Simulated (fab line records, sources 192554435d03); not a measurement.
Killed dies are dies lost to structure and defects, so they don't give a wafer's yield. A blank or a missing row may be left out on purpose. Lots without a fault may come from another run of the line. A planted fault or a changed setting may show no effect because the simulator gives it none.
fab line records | flow n5_finfet
record lots=6 wafers=16 last_day=16
route steps=1938 shown FIN_CUT@165 BEOL_M4@1111 PASSIVATION@1936
lots that met no fault: from a run of the same line without faults
start_h: hours from the record's first day to the start of the lot's first wafer shown | wait_h: hours since the lot's step before | " the same as in the row above | L1.1+2: a row that stands for several wafers | - no value, or no start given | * or withheld: withheld | < > ~ a bound
route shown NAME@n: a module of which the file shows steps, and the number in the route of the first | usual: mean/standard deviation of fault-free wafers | same: alike in all rows | chamber/n: place in a boat | sites: the reading at each site | _std_site: their standard deviation | _edge_site: outer sites' mean less inner sites' | radius_mm: how far each site lies from the wafer's centre | mask NAME#n: copy n | behind: the tool/chamber that last shaped the wafer | hold: why the lot was held/for how many hours/how that ended | device: the transistor (n, p or np) that didn't switch | end of line: the same wafers' tests at the end of the route | a step without rows: its recipe alone | killed: dies lost to structure and defects at the first sort, not the wafer's yield | map: a wafer's dies, x killed, . not, _ none there
set.NAME: the setting as run; set.NAME@STEP: as run at that earlier step | model.NAME: the simulator's own value behind a step, which no gauge read
lots at some steps of the route; a table a step, a row a wafer
services: from which hour (start_h, from the record's first day; less than 0 if before it) a tool's chamber was out of use, for how many hours, and why
## steps
# step N5_FIN_CUT_INSPECT_10
# recipe mode=adi inspect_instrument=brightfield
# usual raw_defect_count=40/12
# columns lot.wafer tool chamber start_h wait_h raw_defect_count
L562.1 defect_inspect-02 - 39.40 0.1 39
L562.4 " - " " 42
L562.6 " - " " 42
L567.1 defect_inspect-02 - 71.55 0.1 20
L567.2 " - " " 50
L567.4 " - " " 36
L572.3 defect_inspect-01 - 101.03 0.0 40
L572.5 " - " " 36
L574.4 defect_inspect-01 - 111.42 0.0 43
L574.5 " - " " 54
L577.3 defect_inspect-02 - 128.89 0.0 30
L577.4 " - " " 24
L577.5 " - " " 35
L578.1 defect_inspect-02 - 134.33 0.1 45
L578.2 " - " " 41
L578.3 " - " " 61
# step N5_FIN_CUT_DESCUM_13
# recipe chemistry=O2 time_s=7 source_power_w=50 bias_power_w=20 pressure_mtorr=20 rf_frequency_hz=2.712e+07 temp_c=40 resist=CAR-EUV o2_flow_sccm=225
# step N5_FIN_CUT_ETCH_30
# recipe chemistry=N2/H2 target=underlayer target_depth_a=130 mask_material=CAR-EUV time_s=10.4 ion_energy_ev=200 pressure_mtorr=30 source_w=840 bias_w=150 n2_flow_sccm=200 h2_flow_sccm=200 ends=cleared
# usual drypump_motor_current_A=5.59/0.28 etch_rf_on_time_s=10.45/0.27 oes_product_au=0.65/0.065 rf_fwd_power_W=819.0/2.5 rf_vpp_V=524.8/1.8 showerhead_plenum_p_Torr=2.58/0.058 throttle_valve_pct=17.91/0.18
# columns lot.wafer tool chamber start_h wait_h drypump_motor_current_A etch_rf_on_time_s oes_product_au rf_fwd_power_W rf_hours_counter_h rf_vpp_V showerhead_plenum_p_Torr throttle_valve_pct
L562.1 rie_diel-06 3 39.47 0.0 5.33 10.07 0.78 819.8 27 521.1 2.50 17.89
L562.4 " 0 " " 5.83 10.93 0.65 819.6 125 526.5 2.66 17.88
L562.6 " 0 " " 5.84 10.94 0.65 821.1 - 527.9 2.66 17.90
L567.1 rie_diel-06 0 71.61 0.0 5.83 10.92 0.64 818.2 136 527.9 2.66 17.91
L567.2 " 1 " " 5.29 10.71 0.58 821.3 236 524.4 2.60 17.82
L567.4 " 3 " " 5.34 10.11 0.78 820.5 37 522.7 2.50 17.93
L572.3 rie_diel-06 2 101.09 0.0 5.57 10.69 0.61 819.7 166 523.8 2.54 17.94
L572.5 " 1 " " 5.28 10.56 0.59 820.5 - 524.6 2.60 17.84
L574.4 rie_diel-01 1 111.48 0.0 5.96 10.38 0.62 816.1 206 528.0 2.64 18.37
L574.5 " 2 " " 5.25 10.14 0.60 815.6 - 522.6 2.52 17.82
L577.3 rie_diel-06 0 128.99 0.0 5.84 10.72 0.63 820.6 152 525.7 2.65 17.95
L577.4 " 2 " " 5.57 10.46 0.61 816.6 175 523.6 2.54 17.95
L577.5 " 2 " " 5.58 10.42 0.62 821.4 - 524.6 2.54 17.96
L578.1 rie_diel-05 0 134.40 0.0 6.04 10.18 0.65 816.1 153 526.3 2.65 17.80
L578.2 " 2 " " 5.54 10.28 0.75 818.4 38 523.8 2.60 17.96
L578.3 " 3 " " 5.56 10.47 0.60 822.9 203 523.4 2.50 17.91
# step N5_FIN_CUT_ETCH_20
# recipe chemistry=CF4 target=SiARC target_depth_a=260 mask_material=CAR-EUV time_s=43.3 ion_energy_ev=80 pressure_mtorr=40 source_w=545 bias_w=36 Ar_flow_sccm=100 cf4_flow_sccm=100 ends=cleared
# usual drypump_motor_current_A=5.58/0.28 etch_rf_on_time_s=43.5/1 oes_product_au=0.65/0.065 rf_fwd_power_W=534.6/2.4 rf_vpp_V=184.5/1.1 showerhead_plenum_p_Torr=2.17/0.05 throttle_valve_pct=15.63/0.18
# columns lot.wafer tool chamber start_h wait_h drypump_motor_current_A etch_rf_on_time_s oes_product_au rf_fwd_power_W rf_hours_counter_h rf_vpp_V showerhead_plenum_p_Torr throttle_valve_pct
L562.1 rie_diel-06 3 39.49 0.0 5.23 41.3 0.80 532.1 27 184.4 2.10 15.45
L562.4 " 0 " " 5.83 45.1 0.65 535.2 125 183.9 2.24 15.58
L562.6 " 0 " " 5.82 45.2 0.65 535.9 - 185.8 2.24 15.59
L567.1 rie_diel-06 0 71.63 0.0 5.84 45.0 0.64 531.5 136 184.6 2.23 15.61
L567.2 " 1 " " 5.28 44.3 0.58 535.1 236 185.6 2.21 15.77
L567.4 " 3 " " 5.29 42.0 0.77 531.4 37 184.3 2.10 15.47
L572.3 rie_diel-06 2 101.11 0.0 5.56 43.4 0.62 533.7 166 183.4 2.13 15.73
L572.5 " 1 " " 5.28 43.7 0.58 532.8 - 185.3 2.21 15.81
L574.4 rie_diel-01 1 111.50 0.0 5.96 43.3 0.61 531.9 206 184.5 2.21 15.97
L574.5 " 2 " " 5.27 42.5 0.60 533.8 - 183.3 2.13 15.59
L577.3 rie_diel-06 0 129.01 0.0 5.84 45.2 0.64 533.0 152 185.2 2.23 15.63
L577.4 " 2 " " 5.55 44.2 0.62 533.6 175 183.5 2.13 15.77
L577.5 " 2 " " 5.55 43.8 0.63 533.4 - 182.9 2.13 15.75
L578.1 rie_diel-05 0 134.42 0.0 6.06 42.6 0.65 530.1 153 186.7 2.24 15.52
L578.2 " 2 " " 5.54 43.3 0.75 536.7 38 183.4 2.18 15.51
L578.3 " 3 " " 5.54 43.7 0.60 536.4 203 185.0 2.12 15.86
# step N5_FIN_CUT_ETCH_21
# recipe chemistry=N2/H2 target=SOC target_depth_a=2190 overetch_a=438 mask_material=SiARC temp_c=40 ion_energy_ev=100 bias_w=61 time_s=523.5 pressure_mtorr=30 source_w=850 n2_flow_sccm=200 h2_flow_sccm=200
# step N5_FIN_CUT_STRIP_23
# recipe chemistry=N2/H2 temp_c=40 n2_flow_sccm=200 h2_flow_sccm=200 rf_frequency_hz=6e+07
# step N5_FIN_CUT_STRIP_31
# recipe chemistry=N2/H2 temp_c=40 n2_flow_sccm=200 h2_flow_sccm=200 rf_frequency_hz=6e+07
# step N5_FIN_CUT_STRIP_24
# recipe chemistry=CF4 resist=SiARC power_w=300 bias_power_w=75 pressure_mtorr=50 cf4_flow_sccm=150 rf_frequency_hz=6e+07
# usual drypump_motor_current_A=5.58/0.28 oes_product_au=0.76/0.069 rf_fwd_power_W=292.7/0.79 rf_vpp_V=271.8/1.2 showerhead_plenum_p_Torr=1.82/0.041 throttle_valve_pct=13.62/0.2
# columns lot.wafer tool chamber start_h wait_h drypump_motor_current_A oes_product_au rf_fwd_power_W rf_hours_counter_h rf_vpp_V showerhead_plenum_p_Torr throttle_valve_pct
L562.1 rie_diel-06 3 39.85 0.0 5.31 0.89 293.2 27 271.8 1.76 13.39
L562.4 " 0 " " 5.82 0.77 293.6 126 272.4 1.87 13.56
L562.6 " 0 " " 5.83 0.77 291.0 - 273.0 1.87 13.54
L567.1 rie_diel-06 0 72.00 0.0 5.86 0.76 291.9 136 271.4 1.87 13.58
L567.2 " 1 " " 5.28 0.69 293.8 236 271.5 1.85 13.76
L567.4 " 3 " " 5.26 0.87 292.1 37 269.6 1.76 13.41
L572.3 rie_diel-06 2 101.48 0.0 5.55 0.72 293.4 166 271.6 1.78 13.70
L572.5 " 1 " " 5.28 0.68 292.6 - 272.3 1.85 13.81
L574.4 rie_diel-01 1 111.87 0.0 5.93 0.71 292.9 207 272.9 1.86 14.00
L574.5 " 2 " " 5.26 0.68 293.2 - 271.6 1.78 13.60
L577.3 rie_diel-06 0 129.37 0.0 5.84 0.75 292.4 152 273.3 1.86 13.62
L577.4 " 2 " " 5.57 0.72 292.8 175 271.2 1.78 13.74
L577.5 " 2 " " 5.57 0.72 290.9 - 270.8 1.78 13.73
L578.1 rie_diel-05 0 134.78 0.0 6.02 0.75 292.2 154 272.8 1.87 13.48
L578.2 " 2 " " 5.55 0.86 292.3 39 271.8 1.82 13.45
L578.3 " 3 " " 5.53 0.70 293.0 203 269.9 1.78 13.86
# step N5_FIN_CUT_CUT_ETCH_26
# recipe chemistry=CH3F/O2 target=SiNx target_depth_a=390 mask_material=SOC time_s=55.7 pressure_mtorr=30 source_w=395 bias_w=73 Ar_flow_sccm=150 CH3F_flow_sccm=30 O2_flow_sccm=20 ion_energy_ev=120
# usual O2_flow_sccm=20.01/0.059 drypump_motor_current_A=5.58/0.28 oes_f_703_au=0.77/0.075 oes_product_au=0.77/0.076 rf_fwd_power_W=391.0/1.4 rf_vpp_V=296/4.5 showerhead_plenum_p_Torr=2.03/0.048 throttle_valve_pct=16.37/0.18
# columns lot.wafer tool chamber start_h wait_h O2_flow_sccm drypump_motor_current_A oes_f_703_au oes_product_au rf_fwd_power_W rf_hours_counter_h rf_vpp_V showerhead_plenum_p_Torr throttle_valve_pct
L562.1 rie_diel-06 3 39.87 0.0 19.81 5.30 0.91 0.93 390.1 27 293 1.96 16.20
L562.4 " 0 " " 19.95 5.85 0.76 0.77 390.4 126 294 2.09 16.32
L562.6 " 0 " " 19.96 5.82 0.75 0.77 388.3 - 297 2.09 16.33
L567.1 rie_diel-06 0 72.02 0.0 20.00 5.83 0.75 0.75 391.9 136 296 2.08 16.32
L567.2 " 1 " " 20.07 5.30 0.69 0.69 390.1 236 292 2.07 16.52
L567.4 " 3 " " 20.08 5.27 0.89 0.91 391.1 37 294 1.95 16.21
L572.3 rie_diel-06 2 101.50 0.0 20.06 5.55 0.74 0.73 390.8 166 291 2.00 16.50
L572.5 " 1 " " 20.09 5.29 0.68 0.68 390.2 - 294 2.07 16.53
L574.4 rie_diel-01 1 111.89 0.0 20.02 5.95 0.72 0.72 389.0 207 301 2.05 16.66
L574.5 " 2 " " 19.95 5.26 0.70 0.70 392.5 - 297 1.99 16.33
L577.3 rie_diel-06 0 129.39 0.0 20.00 5.86 0.73 0.75 392.8 152 295 2.08 16.37
L577.4 " 2 " " 19.98 5.56 0.72 0.72 390.8 175 291 2.00 16.52
L577.5 " 2 " " 19.98 5.55 0.73 0.73 390.9 - 291 2.00 16.53
L578.1 rie_diel-05 0 134.80 0.0 19.99 6.01 0.76 0.76 390.2 154 301 2.10 16.30
L578.2 " 2 " " 20.03 5.57 0.88 0.88 393.4 39 303 2.04 16.28
L578.3 " 3 " " 20.05 5.53 0.72 0.70 390.8 203 295 1.98 16.59
# step N5_FIN_CUT_CUT_ETCH_27
# recipe chemistry=CHF3/O2 target=SiO2 target_depth_a=40 mask_material=SOC overetch_a=20 time_s=4.9 pressure_mtorr=30 source_w=650 bias_w=170 Ar_flow_sccm=200 CHF3_flow_sccm=50 O2_flow_sccm=5 ion_energy_ev=200
# step N5_FIN_CUT_PRECLEAN_35
# recipe time_s=13.3 temp_c=45 pressure_torr=125 p_hf_torr=3 p_coreactant_torr=25 chemistry=vHF
# step N5_FIN_CUT_CUT_ETCH_15
# recipe chemistry=HBr/Cl2/O2 target=Si target_depth_a=1000 bt_time_s=10 mask_material=SOC time_s=42.4 ion_energy_ev=* bias_w=* pressure_mtorr=10 icp_w=800 HBr_flow_sccm=150 Cl2_flow_sccm=80 O2_flow_sccm=12
# step N5_FIN_CUT_CUT_ETCH_28
# recipe chemistry=HBr/Cl2/O2 target=Si target_depth_a=60 mask_material=SOC time_s=2.4 ion_energy_ev=* bias_w=* pressure_mtorr=10 icp_w=800 HBr_flow_sccm=150 Cl2_flow_sccm=80 O2_flow_sccm=12
# usual O2_flow_sccm=12.00/0.033 drypump_motor_current_A=6.0/0.53 oes_product_au=1.007/0.016 rf_fwd_power_W=* throttle_valve_pct=37.0/0.34
# columns lot.wafer tool chamber start_h wait_h O2_flow_sccm drypump_motor_current_A oes_product_au rf_fwd_power_W rf_hours_counter_h throttle_valve_pct model.etch.depth_nm
L562.1 rie_si-01 2 40.12 0.0 11.97 4.6 1.035 * 125 37.0 6.08
L562.4 " 1 " " 11.98 6.2 1.012 * 196 37.6 5.997
L562.6 " 3 " " 11.99 6.3 1.012 * - 36.5 6.097
L567.1 rie_si-06 0 72.27 0.0 11.99 5.9 1.032 * 0 36.8 5.959
L567.2 " 3 " " 12.05 6.1 0.997 * 197 37.4 5.767
L567.4 " 2 " " 12.00 5.9 0.992 * 16 36.9 5.975
L572.3 rie_si-06 1 101.74 0.0 12.04 6.6 1.002 * 197 36.6 4.897
L572.5 " 3 " " 11.96 6.0 0.989 * - 37.4 4.929
L574.4 rie_si-06 0 112.16 0.0 12.02 5.9 1.036 * - 36.8 6.01
L574.5 " 2 " " 12.01 5.9 0.976 * - 36.9 5.087
L577.3 rie_si-01 2 129.64 0.0 12.06 4.6 1.022 * 127 36.9 5.93
L577.4 " 0 " " 11.99 6.0 1.004 * - 37.1 6.033
L577.5 " 3 " " 11.99 6.3 1.007 * - 36.5 6.059
L578.1 rie_si-01 3 135.05 0.0 11.98 6.3 1.012 * 5 36.5 6.124
L578.2 " 0 " " 12.02 5.9 1.009 * 40 37.1 6.144
L578.3 " 2 " " 12.00 4.6 1.022 * 127 37.0 6
# step N5_FIN_CUT_STRIP_22
# recipe chemistry=N2/H2 power_w=500 temp_c=40 pressure_mtorr=50 rf_frequency_hz=6e+07 overash_fraction=0.3 bias_power_w=8 h2_frac=0.5 n2_flow_sccm=300 h2_flow_sccm=300
# usual drypump_motor_current_A=5.65/0.3 oes_product_au=0.77/0.074 rf_vpp_V=54.2/2.4 showerhead_plenum_p_Torr=3.42/0.073 throttle_valve_pct=19.1/0.42
# columns lot.wafer tool chamber start_h wait_h drypump_motor_current_A oes_product_au rf_hours_counter_h rf_vpp_V showerhead_plenum_p_Torr throttle_valve_pct
L562.1 rie_diel-01 3 40.19 0.0 5.78 0.77 151 55.2 3.49 18.6
L562.4 " 1 " " 6.00 0.73 187 52.9 3.49 19.8
L562.6 " 3 " " 5.73 0.79 - 55.1 3.49 18.6
L567.1 rie_diel-06 0 72.33 0.0 5.86 0.77 136 53.2 3.51 19.1
L567.2 " 3 " " 5.37 0.91 37 55.9 3.30 19.2
L567.4 " 1 " " 5.30 0.69 236 52.3 3.44 18.7
L572.3 rie_diel-05 1 101.81 0.0 5.29 0.85 65 55.2 3.43 18.8
L572.5 " 1 " " 5.29 0.83 - 57.4 3.43 18.8
L574.4 rie_diel-01 0 112.20 0.0 6.10 0.66 245 53.2 3.46 19.9
L574.5 " 0 " " 6.10 0.66 - 57.4 3.46 19.9
L577.3 rie_diel-06 1 129.94 0.3 5.31 0.70 254 51.6 3.43 18.7
L577.4 " 0 " " 5.85 0.75 153 59.5 3.50 19.1
L577.5 " 0 " " 5.85 0.74 - 57.2 3.49 19.2
L578.1 rie_diel-05 2 135.19 0.1 5.57 0.86 39 51.4 3.43 19.5
L578.2 " 1 " " 5.29 0.80 74 54.1 3.42 18.8
L578.3 " 3 " " 5.59 0.70 203 55.7 3.31 18.6
# step N5_BEOL_M4_RC_MEAS_101
# usual DIBL_N=35.8/1.5 DIBL_P=35.9/1.8 IOFF_N=0.152/0.025 IOFF_P=0.21/0.031 ION_N=672/11 ION_P=462/7.4 SS_N=71.5/0.52 SS_P=73.2/0.54 VT_N=250/3 VT_P=-250/3.3
# columns lot.wafer tool chamber start_h wait_h DIBL_N[mV/V] DIBL_P[mV/V] IOFF_N[nA/um] IOFF_P[nA/um] ION_N[uA/um] ION_P[uA/um] SS_N[mV/dec] SS_P[mV/dec] VT_N[mV] VT_P[mV]
L562.1 prober-02 0 178.78 0.0 39.1 38.8 0.194 0.27 677 465 71.8 73.5 247 -245
L562.4 " 0 " " 38.1 38.1 0.171 0.25 681 476 71.5 73.6 250 -246
L562.6 " 0 " " 40.1 39.1 0.219 0.28 693 476 72.9 74.2 244 -245
L567.1 prober-02 0 208.85 0.0 37.1 36.5 0.136 0.18 659 458 71.9 73.8 251 -255
L567.2 " 0 " " 35.2 33.9 0.110 0.14 656 447 70.9 72.4 257 -261
L567.4 " 0 " " 34.8 33.8 0.112 0.14 671 448 70.8 73.8 255 -258
L572.3 prober-01 0 237.07 0.3 35.1 35.8 0.145 0.19 674 462 71.6 74.0 250 -249
L572.5 " 0 " " 34.8 35.1 0.134 0.18 676 461 71.4 73.3 252 -253
L574.4 prober-01 0 246.78 0.5 33.6 33.1 0.120 0.17 662 451 71.3 72.5 252 -255
L574.5 " 0 " " 34.6 34.6 0.135 0.18 679 467 71.5 72.9 251 -254
L578.1 prober-02 0 271.44 0.0 32.3 33.9 0.127 0.18 663 456 71.3 71.4 252 -251
L578.2 " 0 " " 35.1 37.7 0.185 0.25 683 467 71.7 73.6 247 -248
L578.3 " 0 " " 33.5 34.7 0.147 0.20 671 459 71.0 72.7 249 -250
L577.3 prober-01 0 285.21 0.3 35.5 35.8 0.171 0.21 661 456 71.7 73.2 246 -249
L577.4 " 0 " " 36.2 37.2 0.177 0.23 693 470 70.9 73.8 246 -248
L577.5 " 0 " " 36.6 37.0 0.176 0.22 672 458 71.3 74.2 248 -248
# step N5_PASSIVATION_PROBE_49
# usual defect_limited_yield=91.7/1.7 killed_at_M0_to_M3=34/10 killed_at_M4_up=13/5.1 killed_at_contacts=12/6.2 killed_at_front_end=36/12 killed_at_other=3.2/2.6 killed_dies=98/20 killed_open=65/13 killed_short=32/8.4 sort_bin_5_function=4.8/1.1 sort_bin_6_memory=3.2/0.74 sort_n_pass=1082/20 sort_yield_pct=91.7/1.7
# same gross_dies=1180 killed_at_back_side=0 sort_bin_4_leakage[%]=0 sort_bin_8_speed[%]=0
# columns lot.wafer tool chamber start_h wait_h defect_limited_yield[%] killed_at_M0_to_M3 killed_at_M4_up killed_at_contacts killed_at_front_end killed_at_other killed_dies killed_open killed_short sort_bin_5_function[%] sort_bin_6_memory[%] sort_n_pass sort_yield_pct[%]
L562.1 prober-01 - 279.89 0.0 93.2 29 14 7 26 4 80 51 28 3.9 2.6 1100 93.2
L562.4 prober-01 - 280.04 0.2 94.1 25 7 12 25 1 70 43 23 3.4 2.3 1110 94.1
L562.6 prober-01 - 280.14 0.3 94.4 27 6 8 25 0 66 38 27 3.1 2.2 1114 94.4
L572.3 prober-01 - 339.92 0.1 94.6 14 9 8 30 3 64 45 19 3.1 2.3 1116 94.6
L572.5 prober-01 - 340.02 0.2 92.7 23 8 16 36 3 86 60 26 4.2 2.7 1094 92.7
# killed by level:class
L562.1 BEOL_M1:geometric_particle:open=8 MOL_CONTACT_COAG:geometric_particle:open=7 BEOL_M2:geometric_particle:open=6 FIN_SAQP:geometric_particle:open=5 GATE_CUT:geometric_particle:short=5 BEOL_M1:geometric_particle:short=5 STARTING-WAFER:geometric_particle:short=4 STI_FIN_REVEAL:geometric_particle:open=3
L562.4 MOL_CONTACT_COAG:geometric_particle:open=9 DUMMY_GATE:geometric_particle:open=6 BEOL_M1:geometric_particle:short=5 BEOL_M2:geometric_particle:open=5 BEOL_M0_SAQP:geometric_particle:short=4 BEOL_M0_SAQP:geometric_particle:open=4 BEOL_M1:geometric_particle:open=4 STARTING-WAFER:geometric_particle:short=4
L562.6 BEOL_M2:geometric_particle:open=9 MOL_CONTACT_COAG:geometric_particle:open=6 BEOL_M3:geometric_particle:open=5 STARTING-WAFER:geometric_particle:short=4 GATE_CUT:geometric_particle:short=4 BEOL_M0_SAQP:geometric_particle:short=4 BEOL_M1:geometric_particle:short=4 FIN_SAQP:geometric_particle:short=3
L572.3 STI_FIN_REVEAL:geometric_particle:open=11 BEOL_M2:geometric_particle:open=9 MOL_CONTACT_COAG:geometric_particle:open=5 STI_FIN_REVEAL:geometric_particle:short=3 MOL_CONTACT_COAG:geometric_particle:short=3 BEOL_M8:geometric_particle:open=3 FIN_SAQP:geometric_particle:open=2 FIN_SAQP:geometric_particle:short=2
L572.5 MOL_CONTACT_COAG:geometric_particle:open=13 STI_FIN_REVEAL:geometric_particle:open=9 GATE_CUT:geometric_particle:short=6 BEOL_M3:geometric_particle:open=6 FIN_SAQP:geometric_particle:short=4 GATE_CUT:geometric_particle:open=4 MOL_CONTACT_COAG:geometric_particle:short=3 BEOL_M1:geometric_particle:open=3
## services
# columns tool chamber start_h hours kind
rie_diel-01 0 35.29 4.0 repair
rie_si-06 0 35.74 - clean
rie_si-06 0 35.74 17.7 scheduled_down
rie_si-06 0 35.74 17.7 vent_cycle
rie_si-01 0 51.83 3.8 repair
rie_diel-05 1 73.51 5.2 repair
rie_si-06 - 83.98 14.6 pm
rie_si-01 0 101.50 3.9 repair
rie_si-06 3 110.02 - clean
rie_si-06 3 110.02 18.5 scheduled_down
rie_si-06 3 110.02 18.5 vent_cycle
rie_si-01 1 116.94 15.1 repair
rie_diel-01 0 126.57 - clean
rie_diel-01 0 126.57 - consumable_replace:focus_ring
rie_diel-01 0 126.57 18.5 scheduled_down
rie_diel-01 0 126.57 18.5 vent_cycle
rie_si-06 1 128.54 - clean
rie_si-06 1 128.54 18.3 scheduled_down
rie_si-06 1 128.54 18.3 vent_cycle
rie_diel-06 1 130.63 9.8 repair
rie_si-01 1 132.08 - clean
rie_si-01 1 132.08 19.0 scheduled_down
rie_si-01 1 132.08 19.0 vent_cycle
## key
first_sign none at tools or gauges
model_effect step=N5_FIN_CUT_CUT_ETCH_28 value=etch.depth_nm without=5.877 struck=4.971
met_at N5_FIN_CUT_CUT_ETCH_28
struck_wafers L572.3,L572.5,L574.5
onset_between 72.27 101.74
fault kind=process_parameter_drift tool=rie_si-06 chamber=- onset_h=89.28 steps=N5_FIN_CUT_CUT_ETCH_28 channel=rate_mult offset=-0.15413 shape=step end_h=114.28 scope=struck_wafers_only
